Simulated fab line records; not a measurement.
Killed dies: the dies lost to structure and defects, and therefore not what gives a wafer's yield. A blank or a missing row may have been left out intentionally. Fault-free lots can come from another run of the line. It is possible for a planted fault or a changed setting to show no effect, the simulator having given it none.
Check of tool commonality + flow nandHarc + 11 lots, 33 wafers sampled

== WHY THIS WAS OPENED ==
Flagged at NHARC_END_SORT_01: reading killedAtArray, on 2 of 11 lots. No-fault wafers: 25, standard deviation 7.8.
Rule: a lot is flagged when every wafer of it that has a number lies more than 4 standard deviations from that mean, or none has a number. All remaining lots are regarded as sound.

| lot  | measured     | on        | killedAtArray, wafer by wafer | flag    |
|------|--------------|-----------|-------------------------------|---------|
| L320 | day 19 14:13 | prober-01 | 34 28 33                      |         |
| L323 | day 20 15:15 | prober-02 | 35 33 38                      |         |
| L325 | day 20 22:55 | prober-01 | 32 21 36                      |         |
| L332 | day 21 22:44 | prober-01 | 17 18 26                      |         |
| L331 | day 22 01:54 | prober-02 | 25 19 33                      |         |
| L334 | day 23 11:52 | prober-01 | 36 27 40                      |         |
| L335 | day 23 19:43 | prober-01 | 673 672 675                   | FLAGGED |
| L336 | day 23 21:08 | prober-02 | 675 673 676                   | FLAGGED |
| L340 | day 24 05:01 | prober-01 | 28 18 21                      |         |
| L341 | day 24 22:31 | prober-02 | 31 40 40                      |         |
| L342 | day 25 00:04 | prober-01 | 25 31 22                      |         |
On average the flagged lots' numbers are 674, which is +649 against the usual, or +83 standard deviations.

== EACH LOT AND THE TOOL IT RAN ON ==
Before the reading, the record contains 4 process steps out of a 1159-step route. Every cell lists first the tool, next ch and the chambers used by the sampled wafers, and last the start.
| lot  | flag    | NHARC_A_STAIRCASE_STRIP_175         | NHARC_A_STAIRCASE_TRIM_191                   | NHARC_A_STAIRCASE_TRIM_196        | NHARC_A_STAIRCASE_TRIM_200                   |
|------|---------|-------------------------------------|----------------------------------------------|-----------------------------------|----------------------------------------------|
| L320 |         | plasmaAsher-02 ch 0,1, day 11 07:55 | rieDiel-07 ch 0,1,2, day 11 11:29 or earlier | rieDiel-07 ch 1,3, day 11 11:29   | rieDiel-07 ch 0,1,3, day 19 14:13 or earlier |
| L323 |         | plasmaAsher-02 ch 0,1, day 12 01:58 | rieDiel-13 ch 1,2, day 12 05:03 or earlier   | rieDiel-07 ch 0,1,3, day 12 05:03 | rieDiel-07 ch 0,3, day 20 15:15 or earlier   |
| L325 |         | plasmaAsher-02 ch 0,1, day 12 11:58 | rieDiel-07 ch 0,1,3, day 12 14:41 or earlier | rieDiel-07 ch 1,2,3, day 12 14:41 | rieDiel-07 ch 0,1,3, day 20 22:55 or earlier |
| L332 |         | plasmaAsher-02 ch 0,1, day 13 21:19 | rieDiel-07 ch 2,3, day 14 00:04 or earlier   | rieDiel-13 ch 0,1,3, day 14 00:04 | rieDiel-13 ch 0,3, day 21 22:44 or earlier   |
| L331 |         | plasmaAsher-02 ch 0,1, day 14 01:23 | rieDiel-07 ch 1,2, day 14 04:02 or earlier   | rieDiel-07 ch 2,3, day 14 04:02   | rieDiel-07 ch 0,1, day 22 01:54 or earlier   |
| L334 |         | plasmaAsher-01 ch 0,1, day 14 14:41 | rieDiel-07 ch 0,1,3, day 14 17:44 or earlier | rieDiel-07 ch 0,1,3, day 14 17:44 | rieDiel-07 ch 0,1,2, day 23 11:52 or earlier |
| L335 | FLAGGED | plasmaAsher-01 ch 0,1, day 14 23:24 | rieDiel-06 ch 0,3, day 15 02:07 or earlier   | rieDiel-06 ch 1,2,3, day 15 02:07 | rieDiel-06 ch 1,2,3, day 23 19:43 or earlier |
| L336 | FLAGGED | plasmaAsher-02 ch 1, day 14 17:26   | rieDiel-13 ch 0,3, day 14 20:16 or earlier   | rieDiel-07 ch 0,3, day 14 20:16   | rieDiel-07 ch 0,3, day 23 21:08 or earlier   |
| L340 |         | plasmaAsher-01 ch 0,1, day 16 02:28 | rieDiel-07 ch 0,3, day 16 05:04 or earlier   | rieDiel-07 ch 0,2, day 16 05:04   | rieDiel-07 ch 0,2,3, day 24 05:01 or earlier |
| L341 |         | plasmaAsher-02 ch 0,1, day 16 09:49 | rieDiel-07 ch 0,1,3, day 16 12:45 or earlier | rieDiel-07 ch 1,3, day 16 12:45   | rieDiel-07 ch 2,3, day 24 22:31 or earlier   |
| L342 |         | plasmaAsher-01 ch 0,1, day 16 13:47 | rieDiel-13 ch 0,3, day 16 16:21 or earlier   | rieDiel-13 ch 0,2, day 16 16:21   | rieDiel-13 ch 2,3, day 25 00:04 or earlier   |
These steps, and what they do:
- NHARC_A_STAIRCASE_STRIP_175: strips in O2.
- NHARC_A_STAIRCASE_TRIM_191: chemistry O2, time 211.2 s.
- NHARC_A_STAIRCASE_TRIM_196: chemistry O2, time 211.2 s.
- NHARC_A_STAIRCASE_TRIM_200: chemistry O2, time 211.2 s.
- NHARC_END_SORT_01

== FLAGGED AGAINST TOTAL, ONE TOOL AT A TIME (gauges that did the reading follow at the end) ==
| step                        | tool           | lots run | flagged | share of the flagged lots | sound lots run after its first flagged lot |
|-----------------------------|----------------|----------|---------|---------------------------|--------------------------------------------|
| NHARC_A_STAIRCASE_STRIP_175 | plasmaAsher-01 | 4        | 1       | some                      | 2 (L340,L342)                              |
| NHARC_A_STAIRCASE_STRIP_175 | plasmaAsher-02 | 7        | 1       | some                      | 1 (L341)                                   |
| NHARC_A_STAIRCASE_TRIM_191  | rieDiel-06     | 1        | 1       | some                      | 0                                          |
| NHARC_A_STAIRCASE_TRIM_191  | rieDiel-07     | 7        | 0       | none                      | -                                          |
| NHARC_A_STAIRCASE_TRIM_191  | rieDiel-13     | 3        | 1       | some                      | 1 (L342)                                   |
| NHARC_A_STAIRCASE_TRIM_196  | rieDiel-06     | 1        | 1       | some                      | 0                                          |
| NHARC_A_STAIRCASE_TRIM_196  | rieDiel-07     | 8        | 1       | some                      | 2 (L340,L341)                              |
| NHARC_A_STAIRCASE_TRIM_196  | rieDiel-13     | 2        | 0       | none                      | -                                          |
| NHARC_A_STAIRCASE_TRIM_200  | rieDiel-06     | 1        | 1       | some                      | 0                                          |
| NHARC_A_STAIRCASE_TRIM_200  | rieDiel-07     | 8        | 1       | some                      | 2 (L340,L341)                              |
| NHARC_A_STAIRCASE_TRIM_200  | rieDiel-13     | 2        | 0       | none                      | -                                          |
| NHARC_END_SORT_01           | prober-01      | 7        | 1       | some                      | 2 (L340,L342)                              |
| NHARC_END_SORT_01           | prober-02      | 4        | 1       | some                      | 1 (L341)                                   |
Because NHARC_A_STAIRCASE_TRIM_191 lacks a start for some lots, the hours and order of its lots are taken from NHARC_A_STAIRCASE_TRIM_196. Because NHARC_A_STAIRCASE_TRIM_200 lacks a start for some lots, the hours and order of its lots are taken from NHARC_END_SORT_01.

== WHAT THE TABLE ALLOWS ==
No row of the table ran every flagged lot.

== WHAT THE SIMULATOR HAD INSERTED ==
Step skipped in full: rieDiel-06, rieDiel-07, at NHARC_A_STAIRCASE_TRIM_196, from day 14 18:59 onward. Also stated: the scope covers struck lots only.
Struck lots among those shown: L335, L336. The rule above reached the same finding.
